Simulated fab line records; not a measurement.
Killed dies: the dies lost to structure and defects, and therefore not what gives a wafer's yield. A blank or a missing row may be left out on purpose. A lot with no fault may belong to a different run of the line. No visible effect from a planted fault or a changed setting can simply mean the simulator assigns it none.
Split-lot trial / flow n5-finfet / 7 lots, 36 wafers read, on a route of 1938 steps

## SPLIT DETAILS
At N5_MIM_TOP_LITHO_DEVELOP_07 (develop time 60 s), the setting develop-time-s was moved away from the recipe's 60 s on 12 of the 36 wafers read, by -59.8% to +31.4%. The other wafers ran this setting at the recipe's value.

## THE PATH FROM SPLIT TO READING: the file shows 1 step between them
- N5_MIM_TOP_LITHO_HARDBAKE_09: time 120 s

## THE READING
At N5_MIM_TOP_LITHO_CD_MEAS_08: cd-nm in nanometres, against a target cd of 2000 nm. Typical for fault-free wafers on this fab line: 1999.2 nm, with standard deviation 1.7 nm.

wafer=L077.1; tool, chamber at the split=litho-track-03, 0; develop-time-s as run, s=60; against the recipe=recipe; cd-nm, nm=1997.0; against lot-mates on the recipe=-
wafer=L077.3; tool, chamber at the split=litho-track-03, 0; develop-time-s as run, s=60; against the recipe=recipe; cd-nm, nm=2002.5; against lot-mates on the recipe=-
wafer=L077.6; tool, chamber at the split=litho-track-03, 0; develop-time-s as run, s=60; against the recipe=recipe; cd-nm, nm=2001.5; against lot-mates on the recipe=-
wafer=L085.1; tool, chamber at the split=litho-track-05, 0; develop-time-s as run, s=60; against the recipe=recipe; cd-nm, nm=2000.0; against lot-mates on the recipe=-
wafer=L085.2; tool, chamber at the split=litho-track-05, 0; develop-time-s as run, s=60; against the recipe=recipe; cd-nm, nm=2000.7; against lot-mates on the recipe=-
wafer=L085.3; tool, chamber at the split=litho-track-05, 0; develop-time-s as run, s=26.83; against the recipe=-55.3%; cd-nm, nm=2015.0; against lot-mates on the recipe=+15.4
wafer=L085.4; tool, chamber at the split=litho-track-05, 0; develop-time-s as run, s=60; against the recipe=recipe; cd-nm, nm=1998.1; against lot-mates on the recipe=-
wafer=L085.5; tool, chamber at the split=litho-track-05, 0; develop-time-s as run, s=26.83; against the recipe=-55.3%; cd-nm, nm=2017.5; against lot-mates on the recipe=+17.9
wafer=L085.6; tool, chamber at the split=litho-track-05, 0; develop-time-s as run, s=26.83; against the recipe=-55.3%; cd-nm, nm=2015.1; against lot-mates on the recipe=+15.5
wafer=L087.1; tool, chamber at the split=litho-track-03, 0; develop-time-s as run, s=24.12; against the recipe=-59.8%; cd-nm, nm=2020.4; against lot-mates on the recipe=+20.0
wafer=L087.2; tool, chamber at the split=litho-track-03, 0; develop-time-s as run, s=24.12; against the recipe=-59.8%; cd-nm, nm=2019.9; against lot-mates on the recipe=+19.5
wafer=L087.3; tool, chamber at the split=litho-track-03, 0; develop-time-s as run, s=60; against the recipe=recipe; cd-nm, nm=1998.3; against lot-mates on the recipe=-
wafer=L087.4; tool, chamber at the split=litho-track-03, 0; develop-time-s as run, s=24.12; against the recipe=-59.8%; cd-nm, nm=2018.8; against lot-mates on the recipe=+18.4
wafer=L087.5; tool, chamber at the split=litho-track-03, 0; develop-time-s as run, s=60; against the recipe=recipe; cd-nm, nm=2004.1; against lot-mates on the recipe=-
wafer=L087.6; tool, chamber at the split=litho-track-03, 0; develop-time-s as run, s=60; against the recipe=recipe; cd-nm, nm=1998.7; against lot-mates on the recipe=-
wafer=L090.1; tool, chamber at the split=litho-track-05, 0; develop-time-s as run, s=60; against the recipe=recipe; cd-nm, nm=1999.8; against lot-mates on the recipe=-
wafer=L090.4; tool, chamber at the split=litho-track-05, 0; develop-time-s as run, s=60; against the recipe=recipe; cd-nm, nm=1997.8; against lot-mates on the recipe=-
wafer=L090.5; tool, chamber at the split=litho-track-05, 0; develop-time-s as run, s=60; against the recipe=recipe; cd-nm, nm=1998.4; against lot-mates on the recipe=-
wafer=L095.1; tool, chamber at the split=litho-track-05, 0; develop-time-s as run, s=26.43; against the recipe=-56.0%; cd-nm, nm=2013.3; against lot-mates on the recipe=+14.3
wafer=L095.2; tool, chamber at the split=litho-track-05, 0; develop-time-s as run, s=60; against the recipe=recipe; cd-nm, nm=2000.2; against lot-mates on the recipe=-
wafer=L095.3; tool, chamber at the split=litho-track-05, 0; develop-time-s as run, s=60; against the recipe=recipe; cd-nm, nm=1998.1; against lot-mates on the recipe=-
wafer=L095.4; tool, chamber at the split=litho-track-05, 0; develop-time-s as run, s=26.43; against the recipe=-56.0%; cd-nm, nm=2017.4; against lot-mates on the recipe=+18.4
wafer=L095.5; tool, chamber at the split=litho-track-05, 0; develop-time-s as run, s=26.43; against the recipe=-56.0%; cd-nm, nm=2014.6; against lot-mates on the recipe=+15.6
wafer=L095.6; tool, chamber at the split=litho-track-05, 0; develop-time-s as run, s=60; against the recipe=recipe; cd-nm, nm=1998.7; against lot-mates on the recipe=-
wafer=L093.1; tool, chamber at the split=litho-track-03, 0; develop-time-s as run, s=60; against the recipe=recipe; cd-nm, nm=2000.1; against lot-mates on the recipe=-
wafer=L093.2; tool, chamber at the split=litho-track-03, 0; develop-time-s as run, s=60; against the recipe=recipe; cd-nm, nm=2000.8; against lot-mates on the recipe=-
wafer=L093.3; tool, chamber at the split=litho-track-03, 0; develop-time-s as run, s=78.81; against the recipe=+31.4%; cd-nm, nm=1994.9; against lot-mates on the recipe=-4.6
wafer=L093.4; tool, chamber at the split=litho-track-03, 0; develop-time-s as run, s=60; against the recipe=recipe; cd-nm, nm=1997.7; against lot-mates on the recipe=-
wafer=L093.5; tool, chamber at the split=litho-track-03, 0; develop-time-s as run, s=78.81; against the recipe=+31.4%; cd-nm, nm=1994.6; against lot-mates on the recipe=-4.9
wafer=L093.6; tool, chamber at the split=litho-track-03, 0; develop-time-s as run, s=78.81; against the recipe=+31.4%; cd-nm, nm=1996.9; against lot-mates on the recipe=-2.6
wafer=L097.1; tool, chamber at the split=litho-track-05, 0; develop-time-s as run, s=60; against the recipe=recipe; cd-nm, nm=1999.6; against lot-mates on the recipe=-
wafer=L097.2; tool, chamber at the split=litho-track-05, 0; develop-time-s as run, s=60; against the recipe=recipe; cd-nm, nm=1999.5; against lot-mates on the recipe=-
wafer=L097.3; tool, chamber at the split=litho-track-05, 0; develop-time-s as run, s=60; against the recipe=recipe; cd-nm, nm=1999.1; against lot-mates on the recipe=-
wafer=L097.4; tool, chamber at the split=litho-track-05, 0; develop-time-s as run, s=60; against the recipe=recipe; cd-nm, nm=1999.0; against lot-mates on the recipe=-
wafer=L097.5; tool, chamber at the split=litho-track-05, 0; develop-time-s as run, s=60; against the recipe=recipe; cd-nm, nm=1996.7; against lot-mates on the recipe=-
wafer=L097.6; tool, chamber at the split=litho-track-05, 0; develop-time-s as run, s=60; against the recipe=recipe; cd-nm, nm=1998.9; against lot-mates on the recipe=-

FIT RESULTS
A straight line over all 36 wafers: cd-nm changes by -0.281 nm for each +1% of develop-time-s; r = -0.96; the points scatter about the line by 2.3 nm.
The same after taking each lot's own level away (the mean of its wafers on the recipe; 36 wafers): -0.277 nm for each +1%; r = -0.97; scatter 2.1 nm.
That fit puts the effect of the largest move of develop-time-s on the reading at 17 nm.
The span of the lots' own levels, 1998.67 to 2000.37 nm, comes to 1.0 times the standard deviation stated above.
So the lot-to-lot level changes the slope little: the two slopes agree.
Check: with one of the wafers moved furthest among these (-59.8%) left out of the fit, the line predicts +17 nm for it against its lot-mates. It came out at +20 nm against them.

## THE WHOLE CHAIN: every reading that the file lists as answering this split, in the file's order
step=N5_MIM_TOP_LITHO_CD_MEAS_08; what it does=target cd 2000 nm; reading=cd-nm; change (the file's fit)=-0.287 nm for each +1% of the setting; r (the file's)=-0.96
step=N5_MIM_TOP_LITHO_DESCUM_10; what it does=chemistry O2, time 7.9 s; reading=MIM_TOP_LITHO.cd-nm (the simulator's own value, which no gauge read); change (the file's fit)=-0.289 nm for each +1% of the setting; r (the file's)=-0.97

## THE FILE'S OWN FIT
cd-nm changes by -0.287 nm for each +1% of develop-time-s, r = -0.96.
